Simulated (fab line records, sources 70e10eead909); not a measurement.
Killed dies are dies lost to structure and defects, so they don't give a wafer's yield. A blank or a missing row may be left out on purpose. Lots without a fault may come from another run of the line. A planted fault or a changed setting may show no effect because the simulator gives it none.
fab line records | flow nand_harc
record lots=6 wafers=18 last_day=30
route steps=1302 shown THIN_TSV@1261 END@1302
lots that met no fault: from a run of the same line without faults
start_h: hours from the record's first day to the start of the lot's first wafer shown | wait_h: hours since the lot's step before | " the same as in the row above | L1.1+2: a row that stands for several wafers | - no value, or no start given | * or withheld: withheld | < > ~ a bound
route shown NAME@n: a module of which the file shows steps, and the number in the route of the first | usual: mean/standard deviation of fault-free wafers | same: alike in all rows | chamber/n: place in a boat | sites: the reading at each site | _std_site: their standard deviation | _edge_site: outer sites' mean less inner sites' | radius_mm: how far each site lies from the wafer's centre | mask NAME#n: copy n | behind: the tool/chamber that last shaped the wafer | hold: why the lot was held/for how many hours/how that ended | device: the transistor (n, p or np) that didn't switch | end of line: the same wafers' tests at the end of the route | a step without rows: its recipe alone | killed: dies lost to structure and defects at the first sort, not the wafer's yield | map: a wafer's dies, x killed, . not, _ none there
set.NAME: the setting as run; set.NAME@STEP: as run at that earlier step | model.NAME: the simulator's own value behind a step, which no gauge read
lots at some steps of the route; a table a step, a row a wafer
services: from which hour (start_h, from the record's first day; less than 0 if before it) a tool's chamber was out of use, for how many hours, and why
## steps
# step NHARC_THIN_TSV_DESCUM_14
# recipe time_s=3 o2_flow_sccm=200 ar_flow_sccm=0 bias_power_w=0 chemistry=O2
# step NHARC_THIN_TSV_ETCH_44
# recipe target_depth_a=15942 time_s=797.1 cf4_flow_sccm=150 o2_flow_sccm=10 ar_flow_sccm=0 rf_w=300 bias_w=800 chemistry=CF4/O2
# step NHARC_THIN_TSV_ETCH_15
# recipe target_depth_a=30000 bosch_target_overetch_cycles=2 bosch_etch_step_s=2.8 bosch_dep_step_s=1.2 bosch_cycles=14
# usual drypump_motor_current_A=5.7/0.4 he_backside_leak_sccm=2.7/0.32
# columns lot.wafer tool chamber start_h wait_h drypump_motor_current_A he_backside_leak_sccm rf_hours_counter_h
L927.4 rie_si-02 0 542.84 - 5.2 2.6 0.53
L927.1 " 1 " " 5.5 2.5 0.59
L927.6 " 3 " " 6.2 3.0 -
L928.1 rie_si-05 1 548.18 - 5.6 2.7 0.29
L928.4 " 2 " " 5.6 2.9 0.29
L928.6 " 0 " " 6.4 2.4 -
L938.4 rie_si-03 2 663.16 - 5.4 2.9 0.67
L938.1 " 0 " " 5.0 2.4 0.29
L938.6 " 2 " " 5.5 2.9 -
L941.4 rie_si-03 0 682.30 - 4.9 2.4 0.41
L941.1 " 1 " " 5.8 3.2 0.80
L941.5 " 3 " " 6.2 3.0 -
L940.2 rie_si-02 2 683.43 - 5.1 2.3 0.23
L940.1 " 3 " " 6.3 2.7 0.27
L940.5 " 3 " " 6.2 2.9 -
L944.2 rie_si-02 0 710.15 - 5.3 2.4 0.39
L944.1 " 3 " " 6.2 2.7 0.43
L944.6 " 0 " " 5.3 2.3 -
# step NHARC_THIN_TSV_CD_MEAS_16
# usual cd_nm=1000.1/1.7
# columns lot.wafer tool chamber start_h wait_h cd_nm
L927.1 cd_sem-01 - 542.97 0.1 996.0
L927.4 " - " " 997.6
L927.6 " - " " 998.3
L928.1 cd_sem-01 - 548.31 0.1 1002.1
L928.4 " - " " 1000.3
L928.6 " - " " 1001.7
L938.1 cd_sem-03 - 663.30 0.1 999.2
L938.4 " - " " 1000.1
L938.6 " - " " 999.4
L941.1 cd_sem-03 - 682.42 0.1 998.9
L941.4 " - " " 999.8
L941.5 " - " " 1001.4
L940.1 cd_sem-02 - 683.58 0.1 1000.2
L940.2 " - " " 997.8
L940.5 " - " " 999.1
L944.1 cd_sem-01 - 710.29 0.1 1000.9
L944.2 " - " " 1001.3
L944.6 " - " " 1001.7
# step NHARC_THIN_TSV_STRIP_45
# recipe power_w=1500 temp_c=250 chemistry=O2
# usual drypump_motor_current_A=5.8/0.41 heater_power_w=314/18
# columns lot.wafer tool chamber start_h wait_h drypump_motor_current_A heater_power_w rf_hours_counter_h
L927.1 plasma_asher-01 1 543.09 0.1 6.2 292 4
L927.4 " 0 " " 5.2 318 -
L927.6 " 0 " " 5.2 320 -
L928.1 plasma_asher-01 1 548.44 0.1 6.2 287 5
L928.4 " 1 " " 6.2 296 -
L928.6 " 1 " " 6.2 290 -
L938.1 plasma_asher-01 0 663.42 0.1 5.2 331 29
L938.4 " 0 " " 5.2 323 -
L938.6 " 1 " " 6.1 296 -
L941.1 plasma_asher-02 1 682.49 0.1 6.2 303 14
L941.4 " 0 " " 5.8 340 -
L941.5 " 0 " " 5.8 339 -
L940.2 plasma_asher-02 1 683.65 0.1 6.2 308 14
L940.1 " 0 " " 5.8 330 14
L940.5 " 0 " " 5.8 339 -
L944.2 plasma_asher-02 0 710.37 0.1 5.8 326 21
L944.1 " 1 " " 6.2 312 21
L944.6 " 0 " " 5.8 331 -
# step NHARC_THIN_TSV_STRIP_46
# recipe time_s=1200 temp_c=72.5 chemistry=post_etch_residue_remover
# step NHARC_THIN_TSV_DEP_47
# recipe target_thk_a=2000 temp_c=withheld pressure_torr=6.5 rf_w=900 teos_flow_sccm=161.4 flow_sccm=2650 target_thk_nm=200 gas=O2 material=SiO2
# usual flow_sccm=2649/8 throttle_valve_pct=16.3/0.74
# columns lot.wafer tool chamber start_h wait_h flow_sccm throttle_valve_pct
L927.1 pecvd-03 2 543.94 - 2663 17.2
L927.6 " 1 " " 2655 17.0
L927.4 " 2 " " 2658 17.3
L928.1 pecvd-02 1 549.41 - 2652 17.2
L928.4 " 2 " " 2651 16.1
L928.6 " 1 " " 2637 17.3
L938.1 pecvd-01 1 664.30 - 2629 15.8
L938.4 " 1 " " 2639 15.8
L938.6 " 1 " " 2636 15.7
L941.1 pecvd-03 2 683.29 - 2639 16.9
L941.5 " 0 " " 2658 15.4
L941.4 " 1 " " 2652 16.6
L940.2 pecvd-02 2 684.46 - 2653 15.3
L940.1 " 0 " " 2653 17.4
L940.5 " 1 " " 2658 16.9
L944.2 pecvd-01 2 711.23 - 2648 16.0
L944.1 " 0 " " 2648 16.7
L944.6 " 0 " " 2642 16.4
# step NHARC_THIN_TSV_ETCHBACK_48
# recipe target_depth_a=10285 over_etch_frac=0.3 time_s=405.17 ion_energy_ev=250 c4f8_flow_sccm=withheld ar_flow_sccm=withheld rf_w=600 bias_w=300 chemistry=C4F8/Ar
# step NHARC_THIN_TSV_STRIP_62
# recipe power_w=1500 temp_c=250 time_s=20 chemistry=N2/H2
# step NHARC_THIN_TSV_DEGAS_49
# recipe temp_c=300 time_s=120
# step NHARC_THIN_TSV_PRE_CLEAN_50
# recipe time_s=30 temp_c=280 gas=H2/He
# usual heater_power_w=402/39
# columns lot.wafer tool chamber start_h wait_h heater_power_w
L927.1 pvd_sputter-01 - - - 395
L927.4 " - " " 459
L927.6 " - " " 396
L928.1 pvd_sputter-02 - - - 396
L928.4 " - " " 433
L928.6 " - " " 387
L938.4 pvd_sputter-03 - - - 380
L938.1 " - " " 495
L938.6 " - " " 382
L941.1 pvd_sputter-02 - - - 408
L941.4 " - " " 335
L941.5 " - " " 405
L940.2 pvd_sputter-01 - - - 470
L940.1 " - " " 398
L940.5 " - " " 460
L944.2 pvd_sputter-02 - - - 429
L944.1 " - " " 388
L944.6 " - " " 389
# step NHARC_THIN_TSV_PVD_19
# recipe target_thk_a=200 chamber_pressure_pa=5 material=TaN
# usual chamber_pressure_pa=5.000/0.0099 throttle_valve_pct=29.3/0.9
# columns lot.wafer tool chamber start_h wait_h chamber_pressure_pa throttle_valve_pct
L927.1 pvd_sputter-01 - - - 5.012 28.4
L927.4 " - " " 5.007 31.1
L927.6 " - " " 5.021 28.4
L928.1 pvd_sputter-02 - - - 4.990 29.9
L928.4 " - " " 5.002 30.4
L928.6 " - " " 4.987 29.4
L938.4 pvd_sputter-03 - - - 5.018 28.1
L938.1 " - " " 5.000 29.7
L938.6 " - " " 5.000 30.7
L941.1 pvd_sputter-02 - - - 4.996 29.0
L941.4 " - " " 5.002 29.1
L941.5 " - " " 4.990 28.7
L940.1 pvd_sputter-01 - - - 5.013 31.0
L940.2 " - " " 5.013 28.7
L940.5 " - " " 5.015 29.0
L944.2 pvd_sputter-02 - - - 5.009 29.3
L944.1 " - " " 5.014 28.8
L944.6 " - " " 5.000 28.9
# step NHARC_THIN_TSV_PVD_51
# recipe target_thk_a=1000 chamber_pressure_pa=5 material=Cu
# usual chamber_pressure_pa=5.000/0.011 throttle_valve_pct=29.3/0.88
# columns lot.wafer tool chamber start_h wait_h chamber_pressure_pa throttle_valve_pct
L927.1 pvd_sputter-01 - 545.05 - 5.012 30.3
L927.4 " - " " 5.010 28.2
L927.6 " - " " 4.993 28.4
L928.4 pvd_sputter-02 - 550.51 - 5.003 30.5
L928.1 " - " " 4.987 29.4
L928.6 " - " " 5.001 30.2
L938.4 pvd_sputter-03 - 666.04 - - -
L938.1 " - " " - -
L938.6 " - " " - -
L941.4 pvd_sputter-02 - 684.59 - 5.001 29.3
L941.1 " - " " 5.010 28.7
L941.5 " - " " 4.998 29.6
L940.1 pvd_sputter-01 - 685.78 - - -
L940.2 " - " " - -
L940.5 " - " " - -
L944.1 pvd_sputter-02 - 712.62 - 4.998 29.0
L944.2 " - " " 5.008 28.9
L944.6 " - " " 4.987 28.9
# step NHARC_THIN_TSV_ECD_20
# recipe target_thk_a=20000 material=Cu
# step NHARC_END_SORT_01
# recipe temp_c=25
# usual defect_limited_yield=91.5/2.9 killed_at_array=53/20 killed_at_other=1/1.2 killed_at_periphery=3.7/2.6 killed_dies=58/20 killed_open=3.5/1.8 killed_short=2.4/1.7 sort_bin_2_pct=3.1/1.3 sort_bin_3_pct=0.6/0.4 sort_bin_4_pct=4.9/1.7 sort_n_pass=619/20 sort_rim_yield_pct=92/4 sort_yield_pct=91.5/2.9
# same gross_dies=677 sort_bin_5_pct[%]=0 sort_bin_6_pct[%]=0 sort_bin_7_pct[%]=0 sort_bin_8_pct[%]=0 sort_rim_n_gross=106.00
# columns lot.wafer tool chamber start_h wait_h defect_limited_yield[%] killed_at_array killed_at_other killed_at_periphery killed_dies killed_open killed_short sort_bin_2_pct[%] sort_bin_3_pct[%] sort_bin_4_pct[%] sort_n_pass sort_rim_yield_pct[%] sort_yield_pct[%]
L927.1 prober-02 0 555.83 2.5 97.6 11 0 5 16 2 3 0.7 0.3 1.3 661 97 97.6
L927.4 prober-02 0 558.21 3.4 95.7 26 0 3 29 3 3 1.0 0.3 3.0 648 93 95.7
L927.6 prober-02 0 559.80 4.0 96.0 22 1 4 27 1 1 0.9 0.1 3.0 650 97 96.0
L938.1 prober-02 0 676.18 2.5 0 69 597 11 677 5 0 92.0 1.2 6.8 0 0 0
L938.4 prober-02 0 678.59 3.4 0 63 604 10 677 3 5 91.1 1.0 7.8 0 0 0
L938.6 prober-02 0 680.20 4.0 0 57 615 5 677 1 0 93.6 0.4 5.9 0 0 0
L941.4 prober-01 0 698.95 3.4 93.5 40 0 4 44 2 2 2.1 0.9 3.5 633 93 93.5
L940.1 prober-01 0 704.33 2.5 0 52 621 4 677 5 1 94.4 0.1 5.5 0 0 0
L940.2 prober-01 0 705.14 2.8 0 64 609 4 677 3 3 93.1 0.6 6.4 0 0 0
L940.5 prober-01 0 707.56 3.7 0 64 608 5 677 6 7 93.5 0.3 6.2 0 0 0
L944.1 prober-01 0 724.12 2.5 90.5 62 1 1 64 4 2 4.3 0.9 4.3 613 88 90.5
L944.2 prober-01 0 724.93 2.8 87.9 82 0 0 82 3 3 4.4 0.6 7.1 595 91 87.9
L944.6 prober-01 0 728.14 4.0 91.3 55 1 3 59 1 2 3.2 1.3 4.1 618 88 91.3
# killed by level:class
L927.1 A_BONDPAD:chamber_film_flake=3 P_M1:chamber_film_flake=2 P_CONTACT:geometric_particle:open=1 A_CHANNEL_FILL_D1:geometric_particle:open=1 A_DECK1_JOINT:geometric_particle:short=1 A_CHANNEL_FILL_D2:geometric_particle:short=1 A_WL_FILL:geometric_particle:short=1 P_STI:chamber_film_flake=1
L927.4 A_BONDPAD:chamber_film_flake=6 A_CHANNEL_HOLE_D2:chamber_film_flake=5 A_CONTACT:chamber_film_flake=4 A_WL_FILL:geometric_particle:short=2 A_ZERO_WELL:chamber_film_flake=2 A_STAIRCASE:chamber_film_flake=2 P_STI:geometric_particle:short=1 P_GATE:geometric_particle:open=1
L927.6 A_CHANNEL_HOLE_D2:chamber_film_flake=10 A_CONTACT:chamber_film_flake=3 A_BONDPAD:chamber_film_flake=3 P_STI:chamber_film_flake=2 P_M1:chamber_film_flake=2 A_ZERO_WELL:chamber_film_flake=2 A_ONON_D1:geometric_particle:open=1 A_WL_FILL:geometric_particle:short=1
L938.1 THIN_TSV:area_pvd=596 A_CHANNEL_HOLE_D1:chamber_film_flake=36 A_CHANNEL_HOLE_D2:chamber_film_flake=19 P_GATE:chamber_film_flake=5 A_SLIT:chamber_film_flake=5 P_BONDPAD:chamber_film_flake=4 A_STAIRCASE:chamber_film_flake=4 P_CONTACT:geometric_particle:open=1
L938.4 THIN_TSV:area_pvd=604 A_CHANNEL_HOLE_D1:chamber_film_flake=30 A_CHANNEL_HOLE_D2:chamber_film_flake=14 P_BONDPAD:chamber_film_flake=6 A_SLIT:chamber_film_flake=5 A_STAIRCASE:chamber_film_flake=3 A_CONTACT:chamber_film_flake=3 A_DECK1_JOINT:geometric_particle:short=2
L938.6 THIN_TSV:area_pvd=615 A_CHANNEL_HOLE_D1:chamber_film_flake=34 A_CHANNEL_HOLE_D2:chamber_film_flake=18 P_GATE:chamber_film_flake=2 P_BONDPAD:chamber_film_flake=2 A_DECK1_JOINT:chamber_film_flake=2 A_SLIT:chamber_film_flake=2 A_CHANNEL_FILL_D1:geometric_particle:open=1
L941.4 A_SLIT:chamber_film_flake=29 A_CHANNEL_HOLE_D1:chamber_film_flake=3 P_ZERO_WELL:chamber_film_flake=2 A_CONTACT:chamber_film_flake=2 A_BLC:chamber_film_flake=2 P_GATE:geometric_particle:short=1 A_ONON_D2:geometric_particle:open=1 A_SGD_CUT:geometric_particle:short=1
L940.1 THIN_TSV:area_pvd=616 A_CHANNEL_HOLE_D1:chamber_film_flake=33 A_CHANNEL_HOLE_D2:chamber_film_flake=6 A_SLIT:chamber_film_flake=5 THIN_TSV:chamber_film_flake=5 A_WL_FILL:chamber_film_flake=4 P_CONTACT:geometric_particle:open=1 P_M0:geometric_particle:open=1
L940.2 THIN_TSV:area_pvd=607 A_CHANNEL_HOLE_D1:chamber_film_flake=35 A_CHANNEL_HOLE_D2:chamber_film_flake=18 A_SLIT:chamber_film_flake=4 THIN_TSV:chamber_film_flake=2 P_GATE:geometric_particle:short=1 P_M0:geometric_particle:open=1 A_ONON_D1:geometric_particle:open=1
L940.5 THIN_TSV:area_pvd=606 A_CHANNEL_HOLE_D1:chamber_film_flake=34 A_CHANNEL_HOLE_D2:chamber_film_flake=11 A_SLIT:chamber_film_flake=7 A_WL_FILL:geometric_particle:short=3 P_ZERO_WELL:chamber_film_flake=2 P_CONTACT:geometric_particle:open=1 P_CONTACT:geometric_particle:short=1
L944.1 A_CHANNEL_HOLE_D1:chamber_film_flake=31 A_SLIT:chamber_film_flake=18 A_ONON_D2:geometric_particle:open=2 A_WL_FILL:geometric_particle:short=2 A_STAIRCASE:chamber_film_flake=2 A_WL_FILL:chamber_film_flake=2 A_CONTACT:chamber_film_flake=2 P_M1:geometric_particle:open=1
L944.2 A_CHANNEL_HOLE_D1:chamber_film_flake=33 A_SLIT:chamber_film_flake=33 A_CONTACT:chamber_film_flake=4 A_WL_FILL:chamber_film_flake=3 A_DECK1_JOINT:chamber_film_flake=2 A_CHANNEL_FILL_D1:geometric_particle:open=1 A_CHANNEL_HOLE_D2:geometric_particle:short=1 A_WL_FILL:geometric_particle:short=1
L944.6 A_CHANNEL_HOLE_D1:chamber_film_flake=32 A_SLIT:chamber_film_flake=15 A_CONTACT:chamber_film_flake=5 P_CONTACT:geometric_particle:short=1 P_CONTACT:geometric_particle:open=1 A_M0:geometric_particle:short=1 P_GATE:chamber_film_flake=1 A_CHANNEL_FILL_D2:chamber_film_flake=1
# map L938.1 (x killed, . not)
____________x____________
_________xxxxxxx_________
_______xxxxxxxxxxx_______
______xxxxxxxxxxxxx______
_____xxxxxxxxxxxxxxx_____
____xxxxxxxxxxxxxxxxx____
____xxxxxxxxxxxxxxxxx____
___xxxxxxxxxxxxxxxxxxx___
___xxxxxxxxxxxxxxxxxxx___
__xxxxxxxxxxxxxxxxxxxxx__
__xxxxxxxxxxxxxxxxxxxxx__
_xxxxxxxxxxxxxxxxxxxxxxx_
_xxxxxxxxxxxxxxxxxxxxxxx_
_xxxxxxxxxxxxxxxxxxxxxxx_
_xxxxxxxxxxxxxxxxxxxxxxx_
_xxxxxxxxxxxxxxxxxxxxxxx_
xxxxxxxxxxxxxxxxxxxxxxxxx
xxxxxxxxxxxxxxxxxxxxxxxxx
xxxxxxxxxxxxxxxxxxxxxxxxx
xxxxxxxxxxxxxxxxxxxxxxxxx
xxxxxxxxxxxxxxxxxxxxxxxxx
_xxxxxxxxxxxxxxxxxxxxxxx_
_xxxxxxxxxxxxxxxxxxxxxxx_
_xxxxxxxxxxxxxxxxxxxxxxx_
_xxxxxxxxxxxxxxxxxxxxxxx_
_xxxxxxxxxxxxxxxxxxxxxxx_
__xxxxxxxxxxxxxxxxxxxxx__
__xxxxxxxxxxxxxxxxxxxxx__
___xxxxxxxxxxxxxxxxxxx___
___xxxxxxxxxxxxxxxxxxx___
____xxxxxxxxxxxxxxxxx____
____xxxxxxxxxxxxxxxxx____
_____xxxxxxxxxxxxxxx_____
______xxxxxxxxxxxxx______
_______xxxxxxxxxxx_______
_________xxxxxxx_________
____________x____________
# map L940.1 (x killed, . not)
____________x____________
_________xxxxxxx_________
_______xxxxxxxxxxx_______
______xxxxxxxxxxxxx______
_____xxxxxxxxxxxxxxx_____
____xxxxxxxxxxxxxxxxx____
____xxxxxxxxxxxxxxxxx____
___xxxxxxxxxxxxxxxxxxx___
___xxxxxxxxxxxxxxxxxxx___
__xxxxxxxxxxxxxxxxxxxxx__
__xxxxxxxxxxxxxxxxxxxxx__
_xxxxxxxxxxxxxxxxxxxxxxx_
_xxxxxxxxxxxxxxxxxxxxxxx_
_xxxxxxxxxxxxxxxxxxxxxxx_
_xxxxxxxxxxxxxxxxxxxxxxx_
_xxxxxxxxxxxxxxxxxxxxxxx_
xxxxxxxxxxxxxxxxxxxxxxxxx
xxxxxxxxxxxxxxxxxxxxxxxxx
xxxxxxxxxxxxxxxxxxxxxxxxx
xxxxxxxxxxxxxxxxxxxxxxxxx
xxxxxxxxxxxxxxxxxxxxxxxxx
_xxxxxxxxxxxxxxxxxxxxxxx_
_xxxxxxxxxxxxxxxxxxxxxxx_
_xxxxxxxxxxxxxxxxxxxxxxx_
_xxxxxxxxxxxxxxxxxxxxxxx_
_xxxxxxxxxxxxxxxxxxxxxxx_
__xxxxxxxxxxxxxxxxxxxxx__
__xxxxxxxxxxxxxxxxxxxxx__
___xxxxxxxxxxxxxxxxxxx___
___xxxxxxxxxxxxxxxxxxx___
____xxxxxxxxxxxxxxxxx____
____xxxxxxxxxxxxxxxxx____
_____xxxxxxxxxxxxxxx_____
______xxxxxxxxxxxxx______
_______xxxxxxxxxxx_______
_________xxxxxxx_________
____________x____________
## services
# columns tool chamber start_h hours kind
plasma_asher-01 - 520.15 9.0 pm
pvd_sputter-03 - 526.01 10.0 pm
pvd_sputter-02 - 533.43 6.7 repair
pvd_sputter-03 - 538.64 4.8 repair
pecvd-03 - 547.27 13.0 pm
rie_si-03 1 572.06 6.0 repair
pvd_sputter-02 - 572.80 15.3 repair
rie_si-03 - 575.00 9.0 pm
rie_si-02 1 587.74 4.7 repair
pecvd-02 1 587.80 3.9 repair
pvd_sputter-01 - 588.01 10.0 pm
pecvd-02 - 589.00 13.0 pm
plasma_asher-01 - 590.30 2.9 repair
rie_si-02 - 596.01 0.8 repair
pecvd-01 - 598.77 1.1 repair
plasma_asher-02 - 603.21 9.0 pm
pvd_sputter-02 - 610.30 15.0 repair
rie_si-02 - 631.00 9.0 pm
pvd_sputter-03 - 631.29 2.7 repair
pvd_sputter-02 - 638.08 10.0 pm
pvd_sputter-01 - 642.25 21.2 repair
plasma_asher-01 - 678.82 6.5 repair
plasma_asher-01 - 697.15 9.0 pm
pvd_sputter-03 - 704.01 10.0 pm
## key
first_sign step=NHARC_THIN_TSV_PVD_51 reading=tool_record direction=missing
effect step=NHARC_END_SORT_01 reading=killed_at_other direction=up sigmas=99+ usual=1 struck=609
more_kills_born_at NHARC_THIN_TSV_PVD_51@pvd_sputter-01=1829 NHARC_THIN_TSV_PVD_51@pvd_sputter-03=1815
met_at NHARC_THIN_TSV_PVD_51
struck_wafers L938.1,L938.4,L938.6,L940.1,L940.2,L940.5
later_rows_left_out L938.1,L938.4,L938.6,L940.1,L940.2,L940.5
onset_between 545.05 666.04
fault kind=skipped_step_whole tool=pvd_sputter-01,pvd_sputter-03 chamber=- onset_h=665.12 steps=NHARC_THIN_TSV_PVD_51 scope=struck_lots_only
# later_rows_left_out: the simulator's readings of these wafers behind a module that went badly wrong aren't trusted and aren't shown, but for the sort
